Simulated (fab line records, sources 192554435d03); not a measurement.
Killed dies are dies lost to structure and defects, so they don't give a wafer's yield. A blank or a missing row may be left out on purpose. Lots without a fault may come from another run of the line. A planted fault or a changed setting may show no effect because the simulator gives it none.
Which tool did it? | flow n5_finfet | 11 lots, 31 wafers sampled, at 1 step of a route of 1938

WHAT THE GAUGES READ, wafer by wafer
N5_ILD0_INSPECT_06: inspects for defects (darkfield).
lot  | measured    | on                | raw_defect_count
L777 | day 3 17:18 | defect_inspect-02 | 47 58 54
L779 | day 4 10:05 | defect_inspect-01 | 22 30
L781 | day 4 16:43 | defect_inspect-01 | 28 56 20
L782 | day 4 23:41 | defect_inspect-02 | 39 44 34
L783 | day 5 06:07 | defect_inspect-01 | 17 36 21
L784 | day 5 11:58 | defect_inspect-01 | 40 23 36
L785 | day 5 16:51 | defect_inspect-02 | 39 25 33
L786 | day 6 02:47 | defect_inspect-01 | 26 31
L787 | day 6 05:25 | defect_inspect-01 | 32 40 24
L797 | day 8 16:24 | defect_inspect-02 | 64 32 39
L800 | day 9 15:11 | defect_inspect-02 | 20 31 20

WHICH TOOL RAN EACH LOT (tool, then ch and the chambers of the sampled wafers, then the start)
The record holds no process step before these readings.

THE ANSWER, worked out from the rows above alone
Rule: what is usual is taken from the lots themselves. Put in order of their means at a reading, lots are off if they are a third of the lots or fewer, leave a main group of 4 or more, and stand apart from it by a gap of 3 or more times the standard deviation of the main group's means; of several such gaps the widest counts. A main group whose means are all the same, to the digits that the tables above print for the reading, isn't used. A lot without any number at a reading at which 4 lots or more have one is off too. The other lots that the step has rows for count as sound.
No lot is off at any reading shown: from this, nothing can be told.

WHAT THE SIMULATOR HAD PUT IN
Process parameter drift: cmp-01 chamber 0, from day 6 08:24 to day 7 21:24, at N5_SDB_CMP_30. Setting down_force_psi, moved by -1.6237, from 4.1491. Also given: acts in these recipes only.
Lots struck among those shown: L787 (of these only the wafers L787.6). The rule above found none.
